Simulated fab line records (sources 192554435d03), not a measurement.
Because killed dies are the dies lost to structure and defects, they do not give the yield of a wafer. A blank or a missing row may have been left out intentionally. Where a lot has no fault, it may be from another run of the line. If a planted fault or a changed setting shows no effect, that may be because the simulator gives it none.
3 desks, one fault / flow n5_finfet / what lay behind the numbers comes last; until then each desk has only its own

THE DEFECT DESK
For each lot, the counts of the inspections along the route, averaged over the sampled wafers that have a number. Any lot whose mean is over 4 standard deviations away from the usual mean is out of limits and marked OUT; that distance is given in the brackets.
Columns: A = raw_defect_count at N5_BEOL_M11_INSPECT_58, usual 74
lot=L342; first seen here=day 10 13:08; A=83
lot=L343; first seen here=day 10 22:30; A=63
lot=L344; first seen here=day 11 08:16; A=65
lot=L346; first seen here=day 12 06:33; A=74
lot=L349; first seen here=day 12 09:54; A=63
lot=L350; first seen here=day 12 20:01; A=96
lot=L358; first seen here=day 14 15:30; A=67
lot=L360; first seen here=day 15 09:59; A=54
lot=L362; first seen here=day 15 22:58; A=79
lot=L363; first seen here=day 16 09:59; A=121
lot=L364; first seen here=day 16 10:25; A=72
Finding of this desk: none of the 11 lots has anything out of limits.

METROLOGY DESK
Lot by lot, what the gauges showed, no matter which tool ran the lot: averages of those sampled wafers that carry a number. Any lot whose mean is over 4 standard deviations away from the usual mean is out of limits and marked OUT; that distance is given in the brackets.
Columns: A = cd_nm at N5_BEOL_M12_CD_MEAS_17, usual 140.2 nm; B = M12_OVL at N5_BEOL_M12_OVL_MEAS_29, usual -1 nm
lot=L342; first seen here=day 10 14:13; A=140.7; B=-5
lot=L343; first seen here=day 10 23:58; A=137.9; B=-3
lot=L344; first seen here=day 11 09:29; A=140.1; B=-4
lot=L346; first seen here=day 12 07:36; A=139.6; B=4
lot=L349; first seen here=day 12 10:58; A=140.7; B=4
lot=L350; first seen here=day 12 21:11; A=141.7; B=-9
lot=L358; first seen here=day 14 16:41; A=140.0; B=3
lot=L360; first seen here=day 15 11:14; A=141.8; B=-2
lot=L362; first seen here=day 16 00:05; A=140.2; B=5
lot=L363; first seen here=day 16 11:03; A=141.5; B=-0
lot=L364; first seen here=day 16 11:28; A=138.8; B=0
Finding of this desk: none of the 11 lots has anything out of limits.

AT THE TOOL OWNER'S DESK: plasma_asher-01
The tool's own readings at N5_BEOL_M12_STRIP_63 (strips in N2/H2): means of the sampled wafers that have a number, for each lot that ran on this tool. Any lot whose mean is over 4 standard deviations away from the usual mean is out of limits and marked OUT; that distance is given in the brackets.
Columns: A = chamber_pressure_mTorr at N5_BEOL_M12_STRIP_63, usual 1000.0 mTorr; B = drypump_motor_current_A at N5_BEOL_M12_STRIP_63, usual 5.8 A; C = heater_power_w at N5_BEOL_M12_STRIP_63, usual 340 W; D = oes_product_au at N5_BEOL_M12_STRIP_63, usual 0.693 a.u.; E = strip_time_to_endpoint_s at N5_BEOL_M12_STRIP_63, usual 42.8 s
lot=L342; first seen here=day 10 14:00; A=999.4; B=6.1; C=345; D=0.697; E=43.8
lot=L350; first seen here=day 12 20:58; A=999.9; B=5.8; C=367; D=0.690; E=42.3
lot=L358; first seen here=day 14 16:29; A=999.3; B=6.1; C=346; D=0.693; E=42.5
lot=L362; first seen here=day 15 23:53; A=999.5; B=6.1; C=336; D=0.693; E=43.7
lot=L363; first seen here=day 16 10:50; A=999.7; B=6.1; C=346; D=0.700; E=42.7
Finding of this desk: none of the 5 lots has anything out of limits.

BROUGHT TOGETHER
Nothing out of limits was seen by the defect desk.
Metrology desk: nothing out of limits seen.
The tool owner's desk saw nothing out of limits.

WHAT THE SIMULATOR PUT IN
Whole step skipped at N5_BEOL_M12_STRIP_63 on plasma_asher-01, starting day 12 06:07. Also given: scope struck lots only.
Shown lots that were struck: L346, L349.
